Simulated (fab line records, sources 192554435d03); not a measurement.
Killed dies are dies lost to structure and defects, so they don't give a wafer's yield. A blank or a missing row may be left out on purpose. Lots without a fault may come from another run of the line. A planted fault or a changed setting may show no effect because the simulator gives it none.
One fault seen from 3 desks | flow n5_finfet | each desk has only its own numbers; what lay behind them comes last

THE METROLOGY DESK
What the gauges read, lot by lot, whatever tool the lot ran on: means of the sampled wafers that have a number. A lot is out of limits, marked OUT, if its mean lies more than 4 standard deviations from the usual mean; the brackets give that distance. Of its 10 readings 7 are shown: those that lie furthest out on some lot.
Columns: A = DIBL_N at N5_BEOL_M4_RC_MEAS_101, usual 36.0 mV/V; B = IOFF_N at N5_BEOL_M4_RC_MEAS_101, usual 0.16 nA/um; C = IOFF_P at N5_BEOL_M4_RC_MEAS_101, usual 0.21 nA/um; D = ION_N at N5_BEOL_M4_RC_MEAS_101, usual 673 uA/um; E = ION_P at N5_BEOL_M4_RC_MEAS_101, usual 461 uA/um; F = VT_N at N5_BEOL_M4_RC_MEAS_101, usual 250 mV; G = VT_P at N5_BEOL_M4_RC_MEAS_101, usual -250.9 mV
lot  | first seen here | A    | B    | C    | D   | E   | F   | G
L966 | day 10 02:10    | 35.7 | 0.14 | 0.20 | 678 | 464 | 251 | -252.9
L971 | day 11 04:00    | 37.8 | 0.21 | 0.25 | 694 | 468 | 245 | -250.5
L974 | day 11 10:16    | 35.1 | 0.14 | 0.22 | 674 | 464 | 252 | -247.7
L976 | day 12 00:31    | 34.7 | 0.12 | 0.16 | 659 | 448 | 257 | -257.5
L980 | day 12 17:12    | 35.9 | 0.14 | 0.19 | 663 | 455 | 254 | -249.8
L984 | day 14 06:17    | 38.7 | 0.18 | 0.23 | 678 | 461 | 247 | -249.1
This desk's finding: nothing out of limits on any of the 6 lots.

THE DEFECT DESK
What the inspections along the route counted, lot by lot: means of the sampled wafers that have a number. A lot is out of limits, marked OUT, if its mean lies more than 4 standard deviations from the usual mean; the brackets give that distance.
Columns: A = raw_defect_count at N5_HKMG_FIN_INSPECT_28, usual 47
lot  | first seen here | A
L966 | day 5 17:58     | 53
L971 | day 6 22:19     | 38
L974 | day 7 15:32     | 40
L976 | day 8 02:04     | 47
L980 | day 9 03:39     | 39
L984 | day 10 03:37    | 34
This desk's finding: nothing out of limits on any of the 6 lots.

THE TOOL OWNER'S DESK: rie_diel-03
The tool's own readings at N5_GATE_CUT_ETCH_58 (etches SiNx in CH3F/O2, target depth 17 nm, time 128.6 s): means of the sampled wafers that have a number, for each lot that ran on this tool. A lot is out of limits, marked OUT, if its mean lies more than 4 standard deviations from the usual mean; the brackets give that distance.
Columns: A = drypump_motor_current_A at N5_GATE_CUT_ETCH_58, usual 5.7 A; B = oes_product_au at N5_GATE_CUT_ETCH_58, usual 0.76 a.u.; C = rf_vpp_V at N5_GATE_CUT_ETCH_58, usual 99.0 V; D = showerhead_plenum_p_Torr at N5_GATE_CUT_ETCH_58, usual 2.00 Torr; E = throttle_valve_pct at N5_GATE_CUT_ETCH_58, usual 16.36 %
lot  | first seen here | A   | B    | C    | D    | E
L966 | day 5 18:18     | 5.8 | 0.80 | 98.8 | 1.99 | 16.21
L974 | day 7 15:51     | 5.7 | 0.74 | 99.5 | 2.02 | 16.19
L976 | day 8 02:29     | 6.0 | 0.76 | 97.1 | 1.93 | 16.21
This desk's finding: nothing out of limits on any of the 3 lots.

PUT TOGETHER
The metrology desk saw nothing out of limits.
The defect desk saw nothing out of limits.
The tool owner's desk saw nothing out of limits.

WHAT THE SIMULATOR HAD PUT IN
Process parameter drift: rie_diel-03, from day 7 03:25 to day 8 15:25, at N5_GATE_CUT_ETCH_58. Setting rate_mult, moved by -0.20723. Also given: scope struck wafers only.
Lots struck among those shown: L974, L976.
